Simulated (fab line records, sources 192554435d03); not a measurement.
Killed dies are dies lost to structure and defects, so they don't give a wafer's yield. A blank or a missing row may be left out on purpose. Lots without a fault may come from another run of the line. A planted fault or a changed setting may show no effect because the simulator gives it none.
Problem report in the 8D (eight disciplines) form, filled by code | flow n5_finfet | the parts of the form that need people (team, actions taken, sign-off) are left out

1. THE PROBLEM
bias_w at N5_BEOL_M2_ETCH_64 reads a mean of 117.8 W on 6 wafers of 2 lots; wafers without a fault read 150.1 W with a standard deviation of 0.44. That is -74 standard deviations from the usual mean.
The step: etches SOC in N2/H2, target depth 75 nm, overetch 22.5 nm, time 121.9 s.
First seen on wafer L700.2, day 8 13:32, on rie_diel-06. The record holds 18 wafers of 6 lots with a number at this step. Rule for "out", or "out of limits": more than 4 standard deviations from the usual mean. The other wafers with a number count as sound.

2. WHAT IT IS AND WHAT IT IS NOT
question                    | is                     | is not
which readings at this step | bias_w, rf_vpp_V       | drypump_motor_current_A, oes_product_au, showerhead_plenum_p_Torr, throttle_valve_pct
which lots                  | L700, L702             | L701, L710, L711, L712
which wafers of those lots  | all that have a number | -
read on which tools         | rie_diel-06            | rie_diel-01, rie_diel-02
when                        | from day 8 13:32       | up to then (0 sound wafers); but 12 sound wafers of L701, L710, L711, L712 came after

3. SUSPECTS, AND WHAT RULES EACH OUT
Counting: a tool at a process step up to the reading stays a suspect if it ran every lot that is out and no sound lot after the first of them.
- rie_diel-06 at N5_BEOL_M2_DESCUM_16 (chemistry O2, time 7 s): ruled out as a lasting fault. Sound lots L712 ran on it after its first lot that is out, L700 (day 8 13:27).
- rie_diel-06 at N5_BEOL_M2_ETCH_74 (etches underlayer in N2/H2, target depth 6.5 nm, time 5.2 s): ruled out as a lasting fault. Sound lots L712 ran on it after its first lot that is out, L700 (day 8 13:29).
- rie_diel-06 at N5_BEOL_M2_ETCH_63 (etches SiARC in CF4, target depth 15.6 nm, time 26 s): ruled out as a lasting fault. Sound lots L712 ran on it after its first lot that is out, L700 (day 8 13:30).
- rie_diel-06 at N5_BEOL_M2_ETCH_64 (etches SOC in N2/H2, target depth 75 nm, overetch 22.5 nm, time 121.9 s): ruled out as a lasting fault. Sound lots L712 ran on it after its first lot that is out, L700 (day 8 13:32).
Left after counting: nothing in the record.

4. THE CAUSE (what the simulator had put in)
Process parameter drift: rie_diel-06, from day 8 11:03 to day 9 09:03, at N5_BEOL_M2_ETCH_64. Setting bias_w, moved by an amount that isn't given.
Counting ruled it out, wrongly.

5. THE CHAIN OF EFFECTS, in route order
Each row: a reading whose mean over the struck wafers that have a number lies more than 3 standard deviations from the usual. Only readings for which the record gives a usual standard deviation are gone through. hours: the time from each lot's start at the first step in this table that gives one to its start at this step, as a median over the lots. sigmas: the change in usual standard deviations.
hours | step               | reading  | usual   | on struck wafers | change | sigmas
0     | N5_BEOL_M2_ETCH_64 | bias_w   | 150.1 W | 117.8            | -32.3  | -74
0     | N5_BEOL_M2_ETCH_64 | rf_vpp_V | 523.4 V | 448.4            | -75.0  | -31
The process steps in it:
- N5_BEOL_M2_ETCH_64: etches SOC in N2/H2, target depth 75 nm, overetch 22.5 nm, time 121.9 s.
Later measuring or inspecting steps at which every struck wafer that the step has a row for has a number for every such reading, and none has moved that far: N5_BEOL_M4_RC_MEAS_101.

6. WHAT WOULD HAVE CAUGHT IT SOONER
In this record the first reading out of limits was taken at day 8 13:32, 2 hours after the fault began at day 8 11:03.
